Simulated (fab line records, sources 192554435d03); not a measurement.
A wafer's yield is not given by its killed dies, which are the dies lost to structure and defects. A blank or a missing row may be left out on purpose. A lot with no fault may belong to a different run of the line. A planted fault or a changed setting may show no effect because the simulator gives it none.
One fault seen from 3 desks ; flow n5Finfet ; every desk sees just its own numbers, and what lay behind them comes last

## THE METROLOGY DESK
Lot by lot, what the gauges showed, no matter which tool ran the lot: averages of those sampled wafers that carry a number. If a lot's mean is further than 4 standard deviations from the usual mean, the lot is out of limits and carries the mark OUT (the distance appears in the brackets). Only the readings that lie furthest out on some lot appear, 7 of the 13 it has.
Columns: A = DIBL_N at N5_BEOL_M4_RC_MEAS_101, usual 36.4 mV/V; B = IOFF_N at N5_BEOL_M4_RC_MEAS_101, usual 0.154 nA/um; C = IOFF_P at N5_BEOL_M4_RC_MEAS_101, usual 0.202 nA/um; D = ION_N at N5_BEOL_M4_RC_MEAS_101, usual 671 uA/um; E = ION_P at N5_BEOL_M4_RC_MEAS_101, usual 460 uA/um; F = VT_N at N5_BEOL_M4_RC_MEAS_101, usual 250.9 mV; G = VT_P at N5_BEOL_M4_RC_MEAS_101, usual -251.4 mV
lot;first seen here;A;B;C;D;E;F;G
L908;day 6 07:48;36.1;0.120;0.146;655;444;257.2;-258.4
L909;day 6 09:22;37.8;0.155;0.186;666;451;251.8;-255.0
L916;day 8 06:31;36.3;0.146;0.190;667;456;250.4;-253.5
L917;day 8 10:31;35.6;0.147;0.182;671;457;252.2;-254.9
L922;day 9 14:19;36.2;0.139;0.195;659;453;254.5;-251.6
L927;day 11 14:01;34.3;0.132;0.199;673;466;251.3;-248.3
This desk found nothing out of limits on any of the 6 lots.

## THE DEFECT DESK
What the inspections along the route counted, lot by lot: means of the sampled wafers that have a number. If a lot's mean is further than 4 standard deviations from the usual mean, the lot is out of limits and carries the mark OUT (the distance appears in the brackets).
Columns: A = rawDefectCount at N5_BEOL_M0_SAQP_INSPECT_16, usual 511
lot;first seen here;A
L908;day 6 08:22;526
L909;day 6 09:55;562
L916;day 8 06:56;503
L917;day 8 10:55;794
L922;day 9 14:46;493
L927;day 11 14:34;449
This desk found nothing out of limits on any of the 6 lots.

## DESK OF THE TOOL OWNER: lithoTrack-04
The tool's own readings at N5_BEOL_M0_SAQP_COAT_08 (resist thk 90 nm): means of the sampled wafers that have a number, for each lot that ran on this tool. If a lot's mean is further than 4 standard deviations from the usual mean, the lot is out of limits and carries the mark OUT (the distance appears in the brackets).
Columns: A = spinSpeedRpm at N5_BEOL_M0_SAQP_COAT_08, usual 1500.2 rpm
lot;first seen here;A
L908;day 6 07:56;1500.9
L916;day 8 06:38;1547.6 (+49) OUT
L917;day 8 10:38;1546.5 (+48) OUT
This desk's verdict: out of limits on L916, L917, starting with L916 at day 8 06:38 (spinSpeedRpm at N5_BEOL_M0_SAQP_COAT_08). Within limits: L908.

## PUT TOGETHER
The tool owner's desk had the chance to raise an alarm at day 8 06:38 on L916, L917.
At the metrology desk, nothing out of limits was observed.
No out-of-limits result turned up at the defect desk.
The metrology desk holds a record of L916, L917, inside its limits.
The defect desk has L916, L917 on record, within its limits.
N5_BEOL_M0_SAQP_COAT_08 was run on lithoTrack-04 by each of the lots named.

## WHAT WAS PUT IN BY THE SIMULATOR
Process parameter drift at N5_BEOL_M0_SAQP_COAT_08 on lithoTrack-04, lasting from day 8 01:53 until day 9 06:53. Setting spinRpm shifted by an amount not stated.
Shown lots that were struck: L916, L917.
How many hours passed from the start of the fault until each desk's first out-of-limits reading: the tool owner's desk, 5.
